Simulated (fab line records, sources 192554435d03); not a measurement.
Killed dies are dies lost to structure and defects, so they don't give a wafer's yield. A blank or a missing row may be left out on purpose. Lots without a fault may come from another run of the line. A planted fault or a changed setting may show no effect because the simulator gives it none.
One fault seen from 3 desks | flow n5_finfet | each desk has only its own numbers; what lay behind them comes last

THE TOOL OWNER'S DESK: rie_diel-05
The tool's own readings at N5_FIN_SAQP_HM_OPEN_73 (chemistry CHF3/O2, target SiO2, stops on a-Si, target depth 12 nm, time 16.8 s): means of the sampled wafers that have a number, for each lot that ran on this tool. A lot is out of limits, marked OUT, if its mean lies more than 4 standard deviations from the usual mean; the brackets give that distance.
Columns: A = bias_w at N5_FIN_SAQP_HM_OPEN_73, usual 170.0 W; B = drypump_motor_current_A at N5_FIN_SAQP_HM_OPEN_73, usual 5.6 A; C = mfc_ar_sccm at N5_FIN_SAQP_HM_OPEN_73, usual 200.0 sccm; D = oes_product_au at N5_FIN_SAQP_HM_OPEN_73, usual 0.46 a.u.; E = rf_vpp_V at N5_FIN_SAQP_HM_OPEN_73, usual 527 V; F = showerhead_plenum_p_Torr at N5_FIN_SAQP_HM_OPEN_73, usual 2.42 Torr; G = throttle_valve_pct at N5_FIN_SAQP_HM_OPEN_73, usual 18.81 %
lot  | first seen here | A     | B   | C     | D    | E   | F    | G
L134 | day 2 04:31     | 170.2 | 6.0 | 200.1 | 0.43 | 535 | 2.38 | 19.00
L145 | day 5 01:37     | 170.2 | 5.8 | 200.1 | 0.45 | 536 | 2.43 | 18.95
L151 | day 6 10:13     | 169.8 | 5.8 | 200.1 | 0.44 | 540 | 2.42 | 18.98
L155 | day 7 09:58     | 170.9 | 5.8 | 199.6 | 0.44 | 536 | 2.42 | 18.98
This desk's finding: nothing out of limits on any of the 4 lots.

THE METROLOGY DESK
What the gauges read, lot by lot, whatever tool the lot ran on: means of the sampled wafers that have a number. A lot is out of limits, marked OUT, if its mean lies more than 4 standard deviations from the usual mean; the brackets give that distance. Of its 10 readings 7 are shown: those that lie furthest out on some lot.
Columns: A = DIBL_N at N5_BEOL_M4_RC_MEAS_101, usual 36.9 mV/V; B = IOFF_N at N5_BEOL_M4_RC_MEAS_101, usual 0.17 nA/um; C = IOFF_P at N5_BEOL_M4_RC_MEAS_101, usual 0.22 nA/um; D = ION_N at N5_BEOL_M4_RC_MEAS_101, usual 674 uA/um; E = SS_P at N5_BEOL_M4_RC_MEAS_101, usual 73.5 mV/dec; F = VT_N at N5_BEOL_M4_RC_MEAS_101, usual 249 mV; G = VT_P at N5_BEOL_M4_RC_MEAS_101, usual -250 mV
lot  | first seen here | A    | B    | C    | D   | E    | F   | G
L134 | day 8 20:54     | 37.1 | 0.16 | 0.25 | 660 | 73.1 | 251 | -245
L139 | day 9 17:31     | 36.2 | 0.16 | 0.23 | 666 | 73.4 | 249 | -247
L140 | day 10 04:57    | 37.7 | 0.18 | 0.24 | 674 | 73.8 | 248 | -248
L145 | day 11 09:43    | 34.3 | 0.13 | 0.16 | 657 | 72.4 | 256 | -255
L149 | day 12 11:32    | 36.5 | 0.17 | 0.23 | 678 | 74.2 | 252 | -250
L151 | day 12 16:11    | 37.9 | 0.20 | 0.28 | 688 | 74.0 | 245 | -244
L155 | day 13 14:08    | 36.7 | 0.17 | 0.24 | 674 | 73.5 | 249 | -247
L156 | day 13 22:05    | 36.1 | 0.15 | 0.23 | 672 | 73.3 | 250 | -247
This desk's finding: nothing out of limits on any of the 8 lots.

THE DEFECT DESK
What the inspections along the route counted, lot by lot: means of the sampled wafers that have a number. A lot is out of limits, marked OUT, if its mean lies more than 4 standard deviations from the usual mean; the brackets give that distance.
Columns: A = raw_defect_count at N5_FIN_SAQP_INSPECT_40, usual 244; B = raw_defect_count at N5_FIN_CUT_INSPECT_10, usual 45; C = raw_defect_count at N5_FIN_CUT_INSPECT_17, usual 247
lot  | first seen here | A              | B             | C
L134 | day 2 08:50     | 263            | 54            | 259
L139 | day 3 14:29     | 221            | 44            | 210
L140 | day 3 20:27     | 244            | 36            | 253
L145 | day 5 06:58     | 186            | 35            | 201
L149 | day 6 02:41     | 273            | 51            | 286
L151 | day 6 14:59     | 664 (+5.3) OUT | 440 (+33) OUT | 665 (+5.5) OUT
L155 | day 7 14:08     | 743 (+6.3) OUT | 473 (+36) OUT | 761 (+6.8) OUT
L156 | day 7 21:10     | 241            | 41            | 224
This desk's finding: out of limits on L151, L155; first on L151, day 6 14:59 (raw_defect_count at N5_FIN_SAQP_INSPECT_40). In limits: L134, L139, L140, L145, L149, L156.

PUT TOGETHER
The defect desk could have raised an alarm at day 6 14:59, on L151, L155.
The tool owner's desk saw nothing out of limits.
The metrology desk saw nothing out of limits.
The tool owner's desk has L151, L155 on record, within its limits.
The metrology desk has L151, L155 on record, within its limits.
Of the lots named, all ran N5_FIN_SAQP_HM_OPEN_73 on rie_diel-05.

WHAT THE SIMULATOR HAD PUT IN
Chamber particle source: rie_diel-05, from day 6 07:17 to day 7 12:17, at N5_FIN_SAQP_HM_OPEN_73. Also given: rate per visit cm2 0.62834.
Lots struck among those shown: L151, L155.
Hours from the fault's start to each desk's first reading out of limits: the defect desk, 8.
